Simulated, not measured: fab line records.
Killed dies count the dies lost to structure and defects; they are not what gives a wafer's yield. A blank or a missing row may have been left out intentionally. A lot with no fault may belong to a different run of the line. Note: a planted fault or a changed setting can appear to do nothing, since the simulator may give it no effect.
Which tool is to blame? :: flow n5-finfet :: 11 lots with 33 wafers sampled at 4 steps, on a route of 1938 steps

## WHAT EACH GAUGE READ, for each wafer
No reading from a measuring or inspecting step in the record can be judged against a usual standard deviation.

## EACH LOT AND THE TOOL THAT RAN IT (in order: tool; ch and the chambers of the sampled wafers; start)
lot: L152
N5_BEOL_M7_STRIP_80: rie-diel-01 ch 0,1,2, day 9 16:05 or earlier
N5_BEOL_M7_SPUTTER_48: pvd-sputter-03, day 9 16:05
N5_BEOL_M8_ILD_DEP_00: pecvd-04 ch 1,2, day 9 17:32
N5_BEOL_M8_CURE_74: uv-cure-03 ch 2, day 9 17:41

lot: L154
N5_BEOL_M7_STRIP_80: rie-diel-01 ch 0,3, day 10 13:20 or earlier
N5_BEOL_M7_SPUTTER_48: pvd-sputter-03, day 10 13:20
N5_BEOL_M8_ILD_DEP_00: pecvd-03 ch 0,1,2, day 10 15:56
N5_BEOL_M8_CURE_74: uv-cure-01 ch 2, day 10 16:10

lot: L153
N5_BEOL_M7_STRIP_80: rie-diel-03 ch 1,2,3, day 10 13:38 or earlier
N5_BEOL_M7_SPUTTER_48: pvd-sputter-01, day 10 13:38
N5_BEOL_M8_ILD_DEP_00: pecvd-04 ch 0,1,2, day 10 16:58
N5_BEOL_M8_CURE_74: uv-cure-01 ch 2, day 10 17:02

lot: L157
N5_BEOL_M7_STRIP_80: rie-diel-01 ch 1,2, day 12 13:09 or earlier
N5_BEOL_M7_SPUTTER_48: pvd-sputter-01, day 12 13:09
N5_BEOL_M8_ILD_DEP_00: pecvd-02 ch 1,2, day 12 14:08
N5_BEOL_M8_CURE_74: uv-cure-03 ch 2, day 12 14:43

lot: L161
N5_BEOL_M7_STRIP_80: rie-diel-01 ch 1,2,3, day 12 13:37 or earlier
N5_BEOL_M7_SPUTTER_48: pvd-sputter-02, day 12 13:37
N5_BEOL_M8_ILD_DEP_00: pecvd-03 ch 0,1,2, day 12 15:14
N5_BEOL_M8_CURE_74: uv-cure-03 ch 2, day 12 15:18

lot: L168
N5_BEOL_M7_STRIP_80: rie-diel-03 ch 0,1,2, day 14 04:08 or earlier
N5_BEOL_M7_SPUTTER_48: pvd-sputter-03, day 14 04:08
N5_BEOL_M8_ILD_DEP_00: pecvd-04 ch 0,1,2, day 14 05:15
N5_BEOL_M8_CURE_74: uv-cure-03 ch 0, day 14 05:28

lot: L166
N5_BEOL_M7_STRIP_80: rie-diel-03 ch 0,3, day 14 10:38 or earlier
N5_BEOL_M7_SPUTTER_48: pvd-sputter-02, day 14 10:38
N5_BEOL_M8_ILD_DEP_00: pecvd-02 ch 0,1,2, day 14 11:38
N5_BEOL_M8_CURE_74: uv-cure-01 ch 2, day 14 11:47

lot: L167
N5_BEOL_M7_STRIP_80: rie-diel-02 ch 1,2,3, day 15 07:52 or earlier
N5_BEOL_M7_SPUTTER_48: pvd-sputter-03, day 15 07:52
N5_BEOL_M8_ILD_DEP_00: pecvd-03 ch 0,2, day 15 08:52
N5_BEOL_M8_CURE_74: uv-cure-01 ch 2, day 15 09:00

lot: L171
N5_BEOL_M7_STRIP_80: rie-diel-02 ch 0,3, day 16 12:38 or earlier
N5_BEOL_M7_SPUTTER_48: pvd-sputter-03, day 16 12:38
N5_BEOL_M8_ILD_DEP_00: pecvd-02 ch 0,1,2, day 16 13:38
N5_BEOL_M8_CURE_74: uv-cure-03 ch 1, day 16 13:41

lot: L173
N5_BEOL_M7_STRIP_80: rie-diel-03 ch 0,3, day 16 12:43 or earlier
N5_BEOL_M7_SPUTTER_48: pvd-sputter-03, day 16 12:43
N5_BEOL_M8_ILD_DEP_00: pecvd-04 ch 0,1,2, day 16 13:43
N5_BEOL_M8_CURE_74: uv-cure-01 ch 1, day 16 14:05

lot: L174
N5_BEOL_M7_STRIP_80: rie-diel-01 ch 0,2, day 16 14:15 or earlier
N5_BEOL_M7_SPUTTER_48: pvd-sputter-01, day 16 14:15
N5_BEOL_M8_ILD_DEP_00: pecvd-02 ch 0,2, day 16 15:14
N5_BEOL_M8_CURE_74: uv-cure-01 ch 2, day 16 15:19
- N5_BEOL_M7_STRIP_80: strips in N2/H2, time 10 s.
- N5_BEOL_M7_SPUTTER_48: material Cu, target thk 10 nm, time 1.667 s.
- N5_BEOL_M8_ILD_DEP_00: deposits SiCOH lowk from DEMS/porogen, target thk 179.75 nm, time 33.4 s.
- N5_BEOL_M8_CURE_74: cures SiCOH lowk, time 240 s.

## WHAT THE TOOLS THEMSELVES READ (means of the sampled wafers that have a number; where no wafer has one, the mark that the record gives instead)
N5_BEOL_M7_STRIP_80. Usual: drypump-motor-current-A 5.7 A, standard deviation 0.33; oes-product-au 0.75 a.u., standard deviation 0.071; rf-vpp-V 59.1 V, standard deviation 0.85; showerhead-plenum-p-Torr 2.55 Torr, standard deviation 0.079; throttle-valve-pct 23.92 %, standard deviation 0.23.
lot: L152
tool: rie-diel-01
drypump-motor-current-A (A): 5.7
oes-product-au (a.u.): 0.72
rf-vpp-V (V): 59.6
showerhead-plenum-p-Torr (Torr): 2.57
throttle-valve-pct (%): 23.98
flag: 

lot: L154
tool: rie-diel-01
drypump-motor-current-A (A): 6.0
oes-product-au (a.u.): 0.72
rf-vpp-V (V): 58.8
showerhead-plenum-p-Torr (Torr): 2.49
throttle-valve-pct (%): 23.98
flag: 

lot: L153
tool: rie-diel-03
drypump-motor-current-A (A): 5.6
oes-product-au (a.u.): 0.80
rf-vpp-V (V): 59.1
showerhead-plenum-p-Torr (Torr): 2.57
throttle-valve-pct (%): 23.92
flag: 

lot: L157
tool: rie-diel-01
drypump-motor-current-A (A): 5.9
oes-product-au (a.u.): 0.72
rf-vpp-V (V): 58.8
showerhead-plenum-p-Torr (Torr): 2.56
throttle-valve-pct (%): 24.03
flag: 

lot: L161
tool: rie-diel-01
drypump-motor-current-A (A): 6.0
oes-product-au (a.u.): 0.72
rf-vpp-V (V): 59.4
showerhead-plenum-p-Torr (Torr): 2.52
throttle-valve-pct (%): 23.99
flag: 

lot: L168
tool: rie-diel-03
drypump-motor-current-A (A): 5.5
oes-product-au (a.u.): 0.77
rf-vpp-V (V): 59.0
showerhead-plenum-p-Torr (Torr): 2.58
throttle-valve-pct (%): 23.91
flag: 

lot: L166
tool: rie-diel-03
drypump-motor-current-A (A): 5.5
oes-product-au (a.u.): 0.71
rf-vpp-V (V): 58.6
showerhead-plenum-p-Torr (Torr): 2.50
throttle-valve-pct (%): 24.13
flag: 

lot: L167
tool: rie-diel-02
drypump-motor-current-A (A): 5.4
oes-product-au (a.u.): 0.75
rf-vpp-V (V): 58.6
showerhead-plenum-p-Torr (Torr): 2.60
throttle-valve-pct (%): 23.91
flag: 

lot: L171
tool: rie-diel-02
drypump-motor-current-A (A): 5.3
oes-product-au (a.u.): 0.84
rf-vpp-V (V): 59.0
showerhead-plenum-p-Torr (Torr): 2.60
throttle-valve-pct (%): 23.54
flag: 

lot: L173
tool: rie-diel-03
drypump-motor-current-A (A): 5.4
oes-product-au (a.u.): 0.71
rf-vpp-V (V): 59.1
showerhead-plenum-p-Torr (Torr): 2.51
throttle-valve-pct (%): 24.11
flag: 

lot: L174
tool: rie-diel-01
drypump-motor-current-A (A): 5.6
oes-product-au (a.u.): 0.68
rf-vpp-V (V): 59.5
showerhead-plenum-p-Torr (Torr): 2.58
throttle-valve-pct (%): 23.97
flag: 

N5_BEOL_M7_SPUTTER_48. Usual: cathode-dc-power-W 26000 W, standard deviation 4.8; throttle-valve-pct 30.7 %, standard deviation 1.
lot: L152
tool: pvd-sputter-03
cathode-dc-power-W (W): 25999
throttle-valve-pct (%): 29.3
flag: 

lot: L154
tool: pvd-sputter-03
cathode-dc-power-W (W): 26001
throttle-valve-pct (%): 30.0
flag: 

lot: L153
tool: pvd-sputter-01
cathode-dc-power-W (W): 25998
throttle-valve-pct (%): 30.0
flag: 

lot: L157
tool: pvd-sputter-01
cathode-dc-power-W (W): 29889
throttle-valve-pct (%): 31.2
flag: OFF

lot: L161
tool: pvd-sputter-02
cathode-dc-power-W (W): 25996
throttle-valve-pct (%): 31.6
flag: 

lot: L168
tool: pvd-sputter-03
cathode-dc-power-W (W): 26001
throttle-valve-pct (%): 30.3
flag: 

lot: L166
tool: pvd-sputter-02
cathode-dc-power-W (W): 26002
throttle-valve-pct (%): 31.0
flag: 

lot: L167
tool: pvd-sputter-03
cathode-dc-power-W (W): 25996
throttle-valve-pct (%): 30.9
flag: 

lot: L171
tool: pvd-sputter-03
cathode-dc-power-W (W): 26002
throttle-valve-pct (%): 30.1
flag: 

lot: L173
tool: pvd-sputter-03
cathode-dc-power-W (W): 26000
throttle-valve-pct (%): 30.9
flag: 

lot: L174
tool: pvd-sputter-01
cathode-dc-power-W (W): 26000
throttle-valve-pct (%): 31.8
flag: 

N5_BEOL_M8_ILD_DEP_00. Usual: heater-power-w 309 W, standard deviation 43; showerhead-plenum-p-Torr 5.740 Torr, standard deviation 0.015; throttle-valve-pct 13.9 %, standard deviation 0.85.
lot: L152
tool: pecvd-04
heater-power-w (W): 310
showerhead-plenum-p-Torr (Torr): 5.753
throttle-valve-pct (%): 14.4
flag: 

lot: L154
tool: pecvd-03
heater-power-w (W): 293
showerhead-plenum-p-Torr (Torr): 5.748
throttle-valve-pct (%): 13.9
flag: 

lot: L153
tool: pecvd-04
heater-power-w (W): 293
showerhead-plenum-p-Torr (Torr): 5.737
throttle-valve-pct (%): 14.1
flag: 

lot: L157
tool: pecvd-02
heater-power-w (W): 347
showerhead-plenum-p-Torr (Torr): 5.735
throttle-valve-pct (%): 13.1
flag: 

lot: L161
tool: pecvd-03
heater-power-w (W): 292
showerhead-plenum-p-Torr (Torr): 5.749
throttle-valve-pct (%): 13.8
flag: 

lot: L168
tool: pecvd-04
heater-power-w (W): 296
showerhead-plenum-p-Torr (Torr): 5.747
throttle-valve-pct (%): 14.1
flag: 

lot: L166
tool: pecvd-02
heater-power-w (W): 364
showerhead-plenum-p-Torr (Torr): 5.736
throttle-valve-pct (%): 13.7
flag: 

lot: L167
tool: pecvd-03
heater-power-w (W): 283
showerhead-plenum-p-Torr (Torr): 5.741
throttle-valve-pct (%): 13.5
flag: 

lot: L171
tool: pecvd-02
heater-power-w (W): 338
showerhead-plenum-p-Torr (Torr): 5.735
throttle-valve-pct (%): 13.7
flag: 

lot: L173
tool: pecvd-04
heater-power-w (W): 289
showerhead-plenum-p-Torr (Torr): 5.729
throttle-valve-pct (%): 14.2
flag: 

lot: L174
tool: pecvd-02
heater-power-w (W): 323
showerhead-plenum-p-Torr (Torr): 5.729
throttle-valve-pct (%): 14.3
flag: 

N5_BEOL_M8_CURE_74. Usual: lamp-power-pct 52.32 %, standard deviation 0.055; wafer_temp_C_max 387.0, standard deviation 0.52.
lot: L152
tool: uv-cure-03
lamp-power-pct (%): 52.29
wafer_temp_C_max: 386.6
flag: 

lot: L154
tool: uv-cure-01
lamp-power-pct (%): 52.33
wafer_temp_C_max: 387.0
flag: 

lot: L153
tool: uv-cure-01
lamp-power-pct (%): 52.30
wafer_temp_C_max: 387.5
flag: 

lot: L157
tool: uv-cure-03
lamp-power-pct (%): 52.30
wafer_temp_C_max: 386.6
flag: 

lot: L161
tool: uv-cure-03
lamp-power-pct (%): 52.30
wafer_temp_C_max: 386.9
flag: 

lot: L168
tool: uv-cure-03
lamp-power-pct (%): 52.31
wafer_temp_C_max: 386.8
flag: 

lot: L166
tool: uv-cure-01
lamp-power-pct (%): 52.25
wafer_temp_C_max: 387.7
flag: 

lot: L167
tool: uv-cure-01
lamp-power-pct (%): 52.31
wafer_temp_C_max: 387.3
flag: 

lot: L171
tool: uv-cure-03
lamp-power-pct (%): 52.33
wafer_temp_C_max: 387.1
flag: 

lot: L173
tool: uv-cure-01
lamp-power-pct (%): 52.30
wafer_temp_C_max: 386.8
flag: 

lot: L174
tool: uv-cure-01
lamp-power-pct (%): 52.34
wafer_temp_C_max: 388.1
flag: 

## THE ANSWER, worked out from the rows above alone
Rule: take the mean of a lot's wafers that have a number; if it is more than 3 standard deviations from the usual mean, the lot is off. A lot without any number at a reading at which 4 lots or more have one is off too. The other lots that the step has rows for count as sound. After the gauges, taken in route order, come the tools' own readings; for these a lot's mean is taken, as printed above. At the first step where some lot is off, the reading lying furthest off is the one used; lots without a number count as furthest.
Off at N5_BEOL_M7_SPUTTER_48 (cathode-dc-power-W): L157.
If a tool, at that step or one of the process steps before it, ran each lot that is off and ran no sound lot following the first of them, it fits. With no start given for some of its lots, N5_BEOL_M7_STRIP_80 uses the hours and lot order of N5_BEOL_M7_SPUTTER_48. Not one of the candidates tried fits.

## WHAT THE SIMULATOR HAD PUT IN
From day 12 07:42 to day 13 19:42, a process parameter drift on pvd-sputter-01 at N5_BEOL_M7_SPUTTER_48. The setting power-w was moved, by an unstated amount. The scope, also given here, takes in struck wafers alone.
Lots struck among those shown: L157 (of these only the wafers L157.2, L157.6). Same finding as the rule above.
